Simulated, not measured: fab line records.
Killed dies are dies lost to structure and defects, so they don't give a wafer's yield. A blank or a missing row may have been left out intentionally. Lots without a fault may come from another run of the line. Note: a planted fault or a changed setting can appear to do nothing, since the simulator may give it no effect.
fab line records	flow n5_finfet
record lots=13	wafers=37	last_day=18
route steps=1938 shown BEOL_M9@1405 PASSIVATION@1936
lots that met no fault: from a run of the same line without faults
start_h: start of the lot's first displayed wafer, in hours after the record's first day	wait_h: hours from the lot's prior step to this one	" same as the row above	L1.1+2: one row covering several wafers at once	- no value present, or no start provided	* or withheld: withheld	< > ~ a bound
route shown NAME@n: NAME is a module with steps in the file, n the number in the route of the first one	usual: the fault-free wafers' mean and standard deviation	same: alike in all rows	chamber/n: place in a boat	sites: each site's reading	_std_site: how widely they spread, as a standard deviation	_edge_site: the outer-site mean with the inner-site mean subtracted	radius_mm: for every site, how far away it sits from the centre of the wafer	mask NAME#n: copy n	behind: the tool/chamber that last shaped the wafer	hold: why the lot went on hold/how many hours it stayed there/how the hold came to an end	device: whichever transistor did not switch (one of n, p or np)	end of line: tests run on the same wafers once the route is complete	for a step that has no rows: nothing shown but its recipe	killed: dies lost to structure and defects at the first sort, not the wafer's yield	map: the dies of a wafer, with x for killed, . for not killed, _ for no die there
set.NAME: the setting the step ran with; set.NAME@STEP: the setting that earlier step ran with	model.NAME: the simulator's own value behind a step, which no gauge read
the route's steps for a sample of lots (tables are steps, rows are wafers)
services: the hour from which a tool's chamber was out of use, counted from the record's first day as start_h (under 0 if before that day), plus the number of hours and why
## steps
# step N5_BEOL_M9_HM_DEP_02
# recipe material=TiN	target_thk_a=200	temp_c=25	chamber_pressure_pa=0.49996
# usual throttle_valve_pct=30.2/0.92
lot.wafer	tool	chamber	start_h	wait_h	throttle_valve_pct
L757.1	pvd_sputter-03	-	207.03	1.5	31.7
L757.2	"	-	"	"	30.6
L757.3	"	-	"	"	29.4
L759.1	pvd_sputter-02	-	211.04	0.6	29.7
L759.4	"	-	"	"	32.1
L759.6	"	-	"	"	29.7
L764.4	pvd_sputter-01	-	248.11	1.5	30.4
L764.5	"	-	"	"	29.9
L764.6	"	-	"	"	28.5
L763.1	pvd_sputter-03	-	249.57	0.0	31.5
L763.3	"	-	"	"	29.7
L763.6	"	-	"	"	31.9
L769.1	pvd_sputter-02	-	281.15	2.8	29.8
L769.5	"	-	"	"	31.9
L771.1	pvd_sputter-01	-	291.35	0.3	30.5
L771.3	"	-	"	"	29.6
L771.5	"	-	"	"	30.0
L772.1	pvd_sputter-03	-	309.66	1.6	29.6
L772.2	"	-	"	"	30.4
L772.6	"	-	"	"	29.7
L775.1	pvd_sputter-03	-	321.26	1.1	30.6
L775.3	"	-	"	"	29.6
L775.4	"	-	"	"	30.4
L778.3	pvd_sputter-01	-	333.21	0.5	30.0
L778.4	"	-	"	"	29.3
L778.6	"	-	"	"	30.3
L776.2	pvd_sputter-03	-	333.36	0.2	31.6
L776.4	"	-	"	"	30.2
L776.5	"	-	"	"	31.7
L774.1	pvd_sputter-01	-	335.73	2.0	29.6
L774.5	"	-	"	"	29.2
L780.4	pvd_sputter-03	-	353.42	1.8	30.2
L780.5	"	-	"	"	30.1
L780.6	"	-	"	"	32.0
L779.1	pvd_sputter-03	-	353.52	1.6	30.1
L779.5	"	-	"	"	30.4
L779.6	"	-	"	"	29.7
# step N5_BEOL_M9_CD_MEAS_11
# recipe target_cd_nm=64.1	landing_energy_ev=500	detector=se_inlens	polarity=opening
# usual cd_nm=64.1/0.75
lot.wafer	tool	chamber	start_h	wait_h	cd_nm
L757.1	cd_sem-01	0	207.40	-	65.2
L757.2	"	0	"	"	64.9
L757.3	"	0	"	"	64.4
L759.1	cd_sem-02	0	211.54	-	65.4
L759.4	"	0	"	"	64.9
L759.6	"	0	"	"	64.7
L764.4	cd_sem-03	0	248.49	-	64.5
L764.5	"	0	"	"	63.2
L764.6	"	0	"	"	64.0
L763.1	cd_sem-02	0	249.94	-	64.8
L763.3	"	0	"	"	64.4
L763.6	"	0	"	"	63.9
L769.1	cd_sem-03	0	281.65	-	64.2
L769.5	"	0	"	"	64.4
L771.1	cd_sem-03	0	291.75	-	64.6
L771.3	"	0	"	"	64.4
L771.5	"	0	"	"	63.7
L772.1	cd_sem-01	0	310.15	-	62.4
L772.2	"	0	"	"	64.5
L772.6	"	0	"	"	63.3
L775.1	cd_sem-03	0	321.63	-	64.6
L775.3	"	0	"	"	64.9
L775.4	"	0	"	"	63.4
L778.3	cd_sem-03	0	333.70	-	63.8
L778.4	"	0	"	"	63.0
L778.6	"	0	"	"	64.0
L776.2	cd_sem-02	0	333.74	-	64.5
L776.4	"	0	"	"	63.2
L776.5	"	0	"	"	65.2
L774.1	cd_sem-02	0	336.23	-	63.9
L774.5	"	0	"	"	63.6
L780.4	cd_sem-03	0	353.80	-	62.9
L780.5	"	0	"	"	63.6
L780.6	"	0	"	"	63.0
L779.1	cd_sem-03	0	354.02	-	64.5
L779.5	"	0	"	"	63.9
L779.6	"	0	"	"	64.1
# step N5_BEOL_M9_COAT_63
# recipe resist=SOC	temp_c=250	time_s=60	spin_rpm=1500	resist_thk_nm=60
# usual spin_speed_rpm=1499.7/0.91
lot.wafer	tool	chamber	start_h	wait_h	spin_speed_rpm
L757.1	litho_track-05	0	208.95	0.9	1500.1
L757.2	"	0	"	"	1500.5
L757.3	"	0	"	"	1499.3
L759.1	litho_track-01	0	215.13	3.0	1499.5
L759.4	"	0	"	"	1497.4
L759.6	"	0	"	"	1498.7
L764.4	litho_track-01	0	249.48	0.0	1307.2
L764.5	"	0	"	"	1308.4
L764.6	"	0	"	"	1306.5
L763.1	litho_track-01	0	250.87	0.0	1308.8
L763.3	"	0	"	"	1308.1
L763.6	"	0	"	"	1306.3
L769.1	litho_track-02	0	285.29	3.0	1498.2
L769.5	"	0	"	"	1498.9
L771.1	litho_track-05	0	292.89	0.4	1497.8
L771.3	"	0	"	"	1500.1
L771.5	"	0	"	"	1500.3
L772.1	litho_track-05	0	313.12	2.4	1499.8
L772.2	"	0	"	"	1499.3
L772.6	"	0	"	"	1499.8
L775.1	litho_track-02	0	324.66	2.2	1499.4
L775.3	"	0	"	"	1500.7
L775.4	"	0	"	"	1499.4
L778.3	litho_track-01	0	336.12	1.9	1500.9
L778.4	"	0	"	"	1500.0
L778.6	"	0	"	"	1498.5
L776.2	litho_track-05	0	336.25	2.0	1497.3
L776.4	"	0	"	"	1498.9
L776.5	"	0	"	"	1499.3
L774.1	litho_track-02	0	337.04	0.0	1501.7
L774.5	"	0	"	"	1499.6
L779.1	litho_track-01	0	357.05	2.1	1500.8
L779.5	"	0	"	"	1499.8
L779.6	"	0	"	"	1499.6
L780.4	litho_track-05	0	358.14	3.3	1497.9
L780.5	"	0	"	"	1499.2
L780.6	"	0	"	"	1498.2
# step N5_BEOL_M9_CD_MEAS_28
# recipe target_cd_nm=70	landing_energy_ev=500	detector=se_inlens	polarity=opening
# usual cd_nm=70.0/0.34
lot.wafer	tool	chamber	start_h	wait_h	cd_nm
L757.1	cd_sem-03	0	209.37	-	69.6
L757.2	"	0	"	"	69.8
L757.3	"	0	"	"	70.3
L759.1	cd_sem-01	0	215.40	-	69.6
L759.4	"	0	"	"	69.9
L759.6	"	0	"	"	69.9
L764.4	cd_sem-01	0	249.78	-	70.2
L764.5	"	0	"	"	70.4
L764.6	"	0	"	"	70.1
L763.1	cd_sem-02	0	251.14	-	69.8
L763.3	"	0	"	"	70.5
L763.6	"	0	"	"	69.9
L769.1	cd_sem-02	0	285.56	-	70.4
L769.5	"	0	"	"	70.6
L771.1	cd_sem-03	0	293.28	-	69.8
L771.3	"	0	"	"	70.4
L771.5	"	0	"	"	69.8
L772.1	cd_sem-03	0	313.55	-	69.8
L772.2	"	0	"	"	70.2
L772.6	"	0	"	"	69.6
L775.1	cd_sem-02	0	324.93	-	69.2
L775.3	"	0	"	"	69.6
L775.4	"	0	"	"	69.3
L778.3	cd_sem-01	0	336.39	-	70.0
L778.4	"	0	"	"	70.1
L778.6	"	0	"	"	70.3
L776.2	cd_sem-01	0	336.52	-	70.1
L776.4	"	0	"	"	70.1
L776.5	"	0	"	"	70.8
L774.1	cd_sem-01	0	337.30	-	70.2
L774.5	"	0	"	"	70.1
L779.1	cd_sem-02	0	357.32	-	70.1
L779.5	"	0	"	"	69.9
L779.6	"	0	"	"	70.2
L780.4	cd_sem-03	0	358.41	-	69.5
L780.5	"	0	"	"	69.6
L780.6	"	0	"	"	69.3
# step N5_PASSIVATION_PROBE_49
# usual defect_limited_yield=91.5/1.5	killed_at_M0_to_M3=33/9.9	killed_at_M4_up=14/5.2	killed_at_contacts=11/5.2	killed_at_front_end=38/10	killed_at_other=4/3.5	killed_dies=100/18	killed_open=66/14	killed_short=32/6.9	sort_bin_5_function=5.0/1	sort_bin_6_memory=3.1/0.69	sort_n_pass=1080/18	sort_yield_pct=91.5/1.5
# same gross_dies=1180	killed_at_back_side=0	sort_bin_4_leakage[%]=0	sort_bin_8_speed[%]=0
lot.wafer	tool	chamber	start_h	wait_h	defect_limited_yield[%]	killed_at_M0_to_M3	killed_at_M4_up	killed_at_contacts	killed_at_front_end	killed_at_other	killed_dies	killed_open	killed_short	sort_bin_5_function[%]	sort_bin_6_memory[%]	sort_n_pass	sort_yield_pct[%]
L757.1	prober-02	-	272.83	0.0	89.2	46	14	13	46	8	127	84	37	6.2	3.8	1053	89.2
L757.2	prober-02	-	272.88	0.1	89.9	20	34	17	44	4	119	89	29	5.9	3.8	1061	89.9
L757.3	prober-02	-	272.93	0.1	91.1	42	7	10	40	6	105	72	33	6.1	2.6	1075	91.1
L759.1	prober-01	-	276.72	0.0	93.6	17	13	2	38	5	75	43	31	3.5	2.7	1105	93.6
L759.4	prober-01	-	276.87	0.2	94.3	20	8	3	31	5	67	40	27	3.6	1.9	1113	94.3
L759.6	prober-01	-	276.97	0.3	91.9	26	18	12	37	2	95	65	30	5.0	2.7	1085	91.9
L764.4	prober-02	-	324.38	0.2	90.8	30	13	5	52	8	108	67	34	5.3	2.8	1072	90.8
L764.5	prober-02	-	324.43	0.2	89.7	36	15	6	52	12	121	87	22	6.0	3.6	1059	89.7
L764.6	prober-02	-	324.48	0.3	90.6	38	20	7	38	8	111	66	44	5.5	3.7	1069	90.6
L763.1	prober-02	-	333.61	0.1	93.1	25	11	8	37	1	82	51	31	3.6	2.9	1098	93.1
L763.3	prober-02	-	333.71	0.2	91.3	31	15	12	44	1	103	68	29	5.1	2.9	1077	91.3
L763.6	prober-02	-	333.86	0.4	91.4	50	16	3	32	1	102	59	37	5.1	2.9	1078	91.4
L769.1	prober-02	-	347.61	0.0	93.1	25	10	3	35	8	81	40	34	3.6	2.5	1099	93.1
L769.5	prober-02	-	347.81	0.2	93.7	28	13	7	25	1	74	46	27	3.6	2.5	1106	93.7
L771.1	prober-02	-	360.03	0.0	91.7	30	10	11	46	1	98	64	32	5.1	3.1	1082	91.7
L771.3	prober-02	-	360.13	0.1	93.2	33	9	6	24	8	80	50	30	4.1	2.4	1100	93.2
L771.5	prober-02	-	360.23	0.2	95.0	13	5	6	31	4	59	34	24	3.1	1.3	1121	95.0
L772.1	prober-01	-	375.05	0.0	90.6	29	14	20	44	4	111	75	35	6.6	2.4	1069	90.6
L772.2	prober-01	-	375.10	0.1	89.6	49	15	25	30	4	123	91	32	6.3	3.9	1057	89.6
L772.6	prober-01	-	375.30	0.3	91.4	13	16	15	52	5	101	68	31	4.1	4.2	1079	91.4
L775.1	prober-01	-	387.14	0.0	92.6	35	17	11	20	4	87	68	19	4.2	3.1	1093	92.6
L775.3	prober-01	-	387.24	0.1	93.5	18	9	9	39	2	77	47	27	3.6	2.4	1103	93.5
L775.4	prober-01	-	387.29	0.2	93.6	15	13	6	37	4	75	44	27	3.6	2.2	1105	93.6
L776.2	prober-01	-	392.15	0.1	90.4	31	13	6	59	4	113	67	45	6.1	2.9	1067	90.4
L776.4	prober-01	-	392.25	0.2	89.7	33	17	18	52	1	121	81	36	6.4	3.6	1059	89.7
L776.5	prober-01	-	392.30	0.2	88.5	37	13	16	68	2	136	91	42	7.0	4.2	1044	88.5
L778.3	prober-02	-	395.30	0.1	91.9	43	10	5	35	2	95	74	20	5.1	2.7	1085	91.9
L778.4	prober-02	-	395.35	0.2	91.7	45	20	11	22	0	98	63	33	4.7	3.4	1082	91.7
L778.6	prober-02	-	395.45	0.3	88.8	47	35	17	31	2	132	96	34	6.6	4.6	1048	88.8
L774.1	prober-02	-	404.83	0.0	93.7	29	9	7	29	0	74	44	26	3.8	2.3	1106	93.7
L774.5	prober-02	-	405.03	0.2	91.9	32	19	8	34	3	96	63	31	4.6	2.8	1084	91.9
L780.4	prober-02	-	417.16	0.7	89.6	45	15	10	49	4	123	89	34	6.0	4.3	1057	89.6
L780.5	prober-02	-	417.21	0.8	92.5	32	17	9	30	0	88	54	34	4.0	3.2	1092	92.5
L780.6	prober-02	-	417.26	0.8	92.7	22	8	10	40	6	86	57	29	3.6	3.5	1094	92.7
L779.1	prober-01	-	421.61	0.0	92.8	40	13	12	19	1	85	57	24	4.4	2.5	1095	92.8
L779.5	prober-01	-	421.81	0.2	90.2	39	11	17	48	1	116	85	30	6.4	3.1	1064	90.2
L779.6	prober-01	-	421.86	0.3	91.9	27	10	15	42	2	96	68	27	5.5	2.5	1084	91.9
# killed by level:class
L757.1 FIN_SAQP:geometric_particle:open=11 BEOL_M0_SAQP:geometric_particle:short=11 MOL_CONTACT_COAG:geometric_particle:open=11 BEOL_M1:geometric_particle:open=10 BEOL_M4:geometric_particle:open=9 FIN_SAQP:geometric_particle:short=8 BEOL_M3:geometric_particle:open=8 STI_FIN_REVEAL:geometric_particle:open=7
L757.2 BEOL_M4:geometric_particle:open=23 STI_FIN_REVEAL:geometric_particle:open=21 MOL_CONTACT_COAG:geometric_particle:open=14 BEOL_M3:geometric_particle:open=7 FIN_SAQP:geometric_particle:open=6 BEOL_M4:geometric_particle:short=5 STARTING-WAFER:geometric_particle:short=5 FIN_SAQP:geometric_particle:short=4
L757.3 BEOL_M3:geometric_particle:open=15 STI_FIN_REVEAL:geometric_particle:open=14 MOL_CONTACT_COAG:geometric_particle:open=10 BEOL_M0_SAQP:geometric_particle:short=9 GATE_CUT:geometric_particle:short=7 BEOL_M0_SAQP:geometric_particle:open=6 STI_FIN_REVEAL:geometric_particle:short=5 BEOL_M2:geometric_particle:open=5
L759.1 FIN_SAQP:geometric_particle:short=10 FIN_SAQP:geometric_particle:open=7 STI_FIN_REVEAL:geometric_particle:open=6 BEOL_M0_SAQP:geometric_particle:open=6 BEOL_M5:geometric_particle:open=5 DUMMY_GATE:geometric_particle:open=4 BEOL_M2:geometric_particle:short=4 BEOL_M4:geometric_particle:open=4
L759.4 FIN_SAQP:geometric_particle:open=8 FIN_SAQP:geometric_particle:short=6 STI_FIN_REVEAL:geometric_particle:open=4 BEOL_M0_SAQP:geometric_particle:open=4 BEOL_M0_SAQP:geometric_particle:short=3 BEOL_M1:geometric_particle:open=3 BEOL_M3:geometric_particle:open=3 MIM_TOP_ETCH:geometric_particle:short=3
L759.6 FIN_SAQP:geometric_particle:short=11 BEOL_M3:geometric_particle:open=11 MOL_CONTACT_COAG:geometric_particle:open=10 FIN_SAQP:geometric_particle:open=8 BEOL_M4:geometric_particle:open=8 STARTING-WAFER:geometric_particle:open=6 BEOL_M0_SAQP:geometric_particle:open=4 STARTING-WAFER:geometric_particle:short=4
L764.4 BEOL_M3:geometric_particle:open=10 DUMMY_GATE:geometric_particle:open=9 FIN_SAQP:geometric_particle:short=8 BEOL_M0_SAQP:geometric_particle:short=7 HKMG_FIN:area_etch=7 FIN_SAQP:geometric_particle:open=6 MOL_CONTACT_COAG:geometric_particle:open=5 BEOL_M0_SAQP:geometric_particle:open=5
L764.5 FIN_SAQP:geometric_particle:open=18 BEOL_M3:geometric_particle:open=16 STI_FIN_REVEAL:geometric_particle:open=9 PASSIVATION:area_etch=7 FIN_SAQP:geometric_particle:short=6 BEOL_M0_SAQP:geometric_particle:open=6 BEOL_M1:geometric_particle:open=6 MOL_CONTACT_COAG:geometric_particle:open=5
L764.6 BEOL_M3:geometric_particle:open=12 GATE_CUT:geometric_particle:short=8 BEOL_M0_SAQP:geometric_particle:short=7 ILD0:geometric_particle:short=6 BEOL_M5:geometric_particle:open=6 FIN_SAQP:geometric_particle:open=5 ILD0:geometric_particle:open=5 MOL_CONTACT_COAG:geometric_particle:open=5
L763.1 FIN_SAQP:geometric_particle:open=9 BEOL_M0_SAQP:geometric_particle:short=7 FIN_SAQP:geometric_particle:short=6 MOL_CONTACT_COAG:geometric_particle:open=6 BEOL_M0_SAQP:geometric_particle:open=6 BEOL_M3:geometric_particle:open=6 GATE_CUT:geometric_particle:short=5 STI_FIN_REVEAL:geometric_particle:open=4
L763.3 FIN_SAQP:geometric_particle:open=14 MOL_CONTACT_COAG:geometric_particle:open=12 BEOL_M4:geometric_particle:open=12 BEOL_M0_SAQP:geometric_particle:short=9 FIN_SAQP:geometric_particle:short=7 DUMMY_GATE:geometric_particle:open=6 BEOL_M0_SAQP:geometric_particle:open=6 HKMG_FIN:area_etch=6
L763.6 BEOL_M0_SAQP:geometric_particle:open=26 BEOL_M0_SAQP:geometric_particle:short=22 FIN_SAQP:geometric_particle:open=9 BEOL_M4:geometric_particle:open=7 HKMG_FIN:area_etch=6 FIN_SAQP:geometric_particle:short=5 STI_FIN_REVEAL:geometric_particle:open=4 ILD0:geometric_particle:short=3
L769.1 FIN_SAQP:geometric_particle:short=8 BEOL_M2:geometric_particle:open=6 HKMG_FIN:area_etch=6 BEOL_M0_SAQP:geometric_particle:open=5 BEOL_M0_SAQP:geometric_particle:short=5 BEOL_M1:geometric_particle:open=5 GATE_CUT:geometric_particle:short=4 PASS1_CAP:geometric_particle:short=4
L769.5 BEOL_M2:geometric_particle:open=9 DUMMY_GATE:geometric_particle:open=7 BEOL_M0_SAQP:geometric_particle:open=6 GATE_CUT:geometric_particle:short=5 MOL_CONTACT_COAG:geometric_particle:open=5 BEOL_M0_SAQP:geometric_particle:short=5 BEOL_M0:geometric_particle:short=3 FIN_SAQP:geometric_particle:open=2
L771.1 STI_FIN_REVEAL:geometric_particle:open=11 GATE_CUT:geometric_particle:short=9 MOL_CONTACT_COAG:geometric_particle:open=8 BEOL_M2:geometric_particle:open=7 FIN_SAQP:geometric_particle:open=6 BEOL_M3:geometric_particle:open=5 BEOL_M3:geometric_particle:short=5 DUMMY_GATE:geometric_particle:open=4
L771.3 BEOL_M2:geometric_particle:open=10 FIN_SAQP:geometric_particle:open=6 MOL_CONTACT_COAG:geometric_particle:open=6 BEOL_M0_SAQP:geometric_particle:short=6 FIN_SAQP:geometric_particle:short=5 BEOL_M3:geometric_particle:open=4 BEOL_M2:geometric_particle:short=4 STARTING-WAFER:geometric_particle:open=4
L771.5 GATE_CUT:geometric_particle:short=8 FIN_SAQP:geometric_particle:open=5 FIN_SAQP:geometric_particle:short=5 GATE_CUT:geometric_particle:open=4 MOL_CONTACT_COAG:geometric_particle:open=4 BEOL_M1:geometric_particle:open=4 BEOL_M2:geometric_particle:open=3 DUMMY_GATE:geometric_particle:open=2
L772.1 FIN_SAQP:geometric_particle:open=19 MOL_CONTACT_COAG:geometric_particle:open=18 FIN_SAQP:geometric_particle:short=9 BEOL_M0_SAQP:geometric_particle:open=9 BEOL_M0_SAQP:geometric_particle:short=7 BEOL_M3:geometric_particle:open=6 BEOL_M5:geometric_particle:open=6 STI_FIN_REVEAL:geometric_particle:open=3
L772.2 MOL_CONTACT_COAG:geometric_particle:open=19 BEOL_M0_SAQP:geometric_particle:open=19 BEOL_M4:geometric_particle:open=12 FIN_SAQP:geometric_particle:open=10 BEOL_M0_SAQP:geometric_particle:short=9 FIN_SAQP:geometric_particle:short=7 BEOL_M1:geometric_particle:open=7 STI_FIN_REVEAL:geometric_particle:open=6
L772.6 MOL_CONTACT_COAG:geometric_particle:open=14 FIN_SAQP:geometric_particle:open=13 FIN_SAQP:geometric_particle:short=10 STI_FIN_REVEAL:geometric_particle:open=9 GATE_CUT:geometric_particle:short=5 BEOL_M4:geometric_particle:open=5 STARTING-WAFER:geometric_particle:short=5 GATE_CUT:geometric_particle:open=3
L775.1 BEOL_M1:geometric_particle:open=17 MOL_CONTACT_COAG:geometric_particle:open=9 BEOL_M4:geometric_particle:open=7 BEOL_M0_SAQP:geometric_particle:open=6 STI_FIN_REVEAL:geometric_particle:open=5 FIN_SAQP:geometric_particle:open=4 BEOL_M0_SAQP:geometric_particle:short=4 BEOL_M3:geometric_particle:open=4
L775.3 FIN_SAQP:geometric_particle:open=8 FIN_SAQP:geometric_particle:short=8 MOL_CONTACT_COAG:geometric_particle:open=7 BEOL_M3:geometric_particle:open=6 BEOL_M4:geometric_particle:open=5 STI_FIN_REVEAL:geometric_particle:open=4 DUMMY_GATE:geometric_particle:open=4 BEOL_M2:geometric_particle:open=4
L775.4 FIN_SAQP:geometric_particle:short=15 BEOL_M2:geometric_particle:open=6 STARTING-WAFER:geometric_particle:open=5 STI_FIN_REVEAL:geometric_particle:open=4 DUMMY_GATE:geometric_particle:open=4 MOL_CONTACT_COAG:geometric_particle:open=4 BEOL_M8:geometric_particle:open=4 FIN_SAQP:geometric_particle:open=3
L776.2 FIN_SAQP:geometric_particle:short=17 FIN_SAQP:geometric_particle:open=16 GATE_CUT:geometric_particle:short=8 BEOL_M3:geometric_particle:open=8 BEOL_M0_SAQP:geometric_particle:open=7 STI_FIN_REVEAL:geometric_particle:open=6 MOL_CONTACT_COAG:geometric_particle:open=6 BEOL_M1:geometric_particle:open=5
L776.4 FIN_SAQP:geometric_particle:open=19 MOL_CONTACT_COAG:geometric_particle:open=15 BEOL_M0_SAQP:geometric_particle:open=15 BEOL_M0_SAQP:geometric_particle:short=10 FIN_SAQP:geometric_particle:short=8 STI_FIN_REVEAL:geometric_particle:open=7 STI_FIN_REVEAL:geometric_particle:short=5 BEOL_M4:geometric_particle:open=5
L776.5 FIN_SAQP:geometric_particle:open=18 FIN_SAQP:geometric_particle:short=13 MOL_CONTACT_COAG:geometric_particle:open=13 BEOL_M3:geometric_particle:open=13 STI_FIN_REVEAL:geometric_particle:open=12 STI_FIN_REVEAL:geometric_particle:short=6 DUMMY_GATE:geometric_particle:open=5 BEOL_M0_SAQP:geometric_particle:short=5
L778.3 BEOL_M0_SAQP:geometric_particle:open=9 BEOL_M2:geometric_particle:open=9 STI_FIN_REVEAL:geometric_particle:open=6 BEOL_M0_SAQP:geometric_particle:short=6 BEOL_M1:geometric_particle:open=6 FIN_SAQP:geometric_particle:open=5 DUMMY_GATE:geometric_particle:open=5 GATE_CUT:geometric_particle:short=5
L778.4 BEOL_M0_SAQP:geometric_particle:open=14 BEOL_M4:geometric_particle:open=11 BEOL_M0_SAQP:geometric_particle:short=10 MOL_CONTACT_COAG:geometric_particle:open=8 BEOL_M1:geometric_particle:open=7 STI_FIN_REVEAL:geometric_particle:open=6 GATE_CUT:geometric_particle:short=4 FIN_SAQP:geometric_particle:short=4
L778.6 BEOL_M4:geometric_particle:open=18 MOL_CONTACT_COAG:geometric_particle:open=16 BEOL_M1:geometric_particle:open=12 FIN_SAQP:geometric_particle:open=10 BEOL_M0_SAQP:geometric_particle:short=10 BEOL_M0_SAQP:geometric_particle:open=8 BEOL_M2:geometric_particle:open=5 STI_FIN_REVEAL:geometric_particle:open=4
L774.1 BEOL_M0_SAQP:geometric_particle:short=9 STI_FIN_REVEAL:geometric_particle:open=8 MOL_CONTACT_COAG:geometric_particle:open=6 BEOL_M0_SAQP:geometric_particle:open=6 FIN_SAQP:geometric_particle:open=5 BEOL_M2:geometric_particle:open=5 STI_FIN_REVEAL:geometric_particle:short=4 BEOL_M0:geometric_particle:open=4
L774.5 STI_FIN_REVEAL:geometric_particle:open=12 BEOL_M2:geometric_particle:open=11 BEOL_M4:geometric_particle:open=8 BEOL_M0_SAQP:geometric_particle:short=7 FIN_SAQP:geometric_particle:short=5 DUMMY_GATE:geometric_particle:open=5 MOL_CONTACT_COAG:geometric_particle:open=5 GATE_CUT:geometric_particle:short=4
L780.4 BEOL_M2:geometric_particle:open=15 BEOL_M3:geometric_particle:open=11 STI_FIN_REVEAL:geometric_particle:open=10 FIN_SAQP:geometric_particle:open=9 MOL_CONTACT_COAG:geometric_particle:open=9 FIN_SAQP:geometric_particle:short=8 BEOL_M4:geometric_particle:open=7 BEOL_M0_SAQP:geometric_particle:short=5
L780.5 FIN_SAQP:geometric_particle:short=12 FIN_SAQP:geometric_particle:open=8 MOL_CONTACT_COAG:geometric_particle:open=8 BEOL_M0_SAQP:geometric_particle:short=8 BEOL_M2:geometric_particle:open=6 BEOL_M0_SAQP:geometric_particle:open=5 BEOL_M1:geometric_particle:open=5 BEOL_M4:geometric_particle:short=4
L780.6 STI_FIN_REVEAL:geometric_particle:open=8 GATE_CUT:geometric_particle:short=8 MOL_CONTACT_COAG:geometric_particle:open=6 GATE_CUT:geometric_particle:open=5 FIN_SAQP:geometric_particle:open=4 FIN_SAQP:geometric_particle:short=4 BEOL_M4:geometric_particle:open=4 MOL_CONTACT_COAG:geometric_particle:short=4
L779.1 MOL_CONTACT_COAG:geometric_particle:open=10 BEOL_M1:geometric_particle:open=10 BEOL_M3:geometric_particle:open=8 BEOL_M3:geometric_particle:short=8 FIN_SAQP:geometric_particle:short=6 BEOL_M0_SAQP:geometric_particle:open=6 FIN_SAQP:geometric_particle:open=5 BEOL_M0_SAQP:geometric_particle:short=4
L779.5 FIN_SAQP:geometric_particle:open=18 STI_FIN_REVEAL:geometric_particle:open=13 MOL_CONTACT_COAG:geometric_particle:open=13 BEOL_M3:geometric_particle:open=8 BEOL_M2:geometric_particle:open=8 BEOL_M0_SAQP:geometric_particle:open=7 BEOL_M0_SAQP:geometric_particle:short=6 FIN_SAQP:geometric_particle:short=4
L779.6 MOL_CONTACT_COAG:geometric_particle:open=12 BEOL_M3:geometric_particle:open=12 DUMMY_GATE:geometric_particle:open=8 FIN_SAQP:geometric_particle:open=7 BEOL_M0_SAQP:geometric_particle:short=7 GATE_CUT:geometric_particle:short=6 FIN_SAQP:geometric_particle:short=5 BEOL_M0_SAQP:geometric_particle:open=5
## services
tool	chamber	start_h	hours	kind
litho_track-01	-	331.80	-	consumable_replace:filter
litho_track-02	-	356.71	-	consumable_replace:filter
## key
first_sign step=N5_BEOL_M9_COAT_63	reading=spin_speed_rpm	direction=down	sigmas=99+	usual=*	struck=*
effect none on later readings
met_at N5_BEOL_M9_COAT_63
struck_lots L763,L764
not_acting_at N5_BEOL_M9_HM_DEP_02,N5_BEOL_M9_CD_MEAS_11,N5_BEOL_M9_CD_MEAS_28
onset_between 215.13 249.48
fault kind=process_parameter_drift	tool=litho_track-01	chamber=-	onset_h=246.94	steps=N5_BEOL_M9_COAT_63	channel=spin_rpm	offset=*	shape=step	end_h=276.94	acts_in=*	stated=*
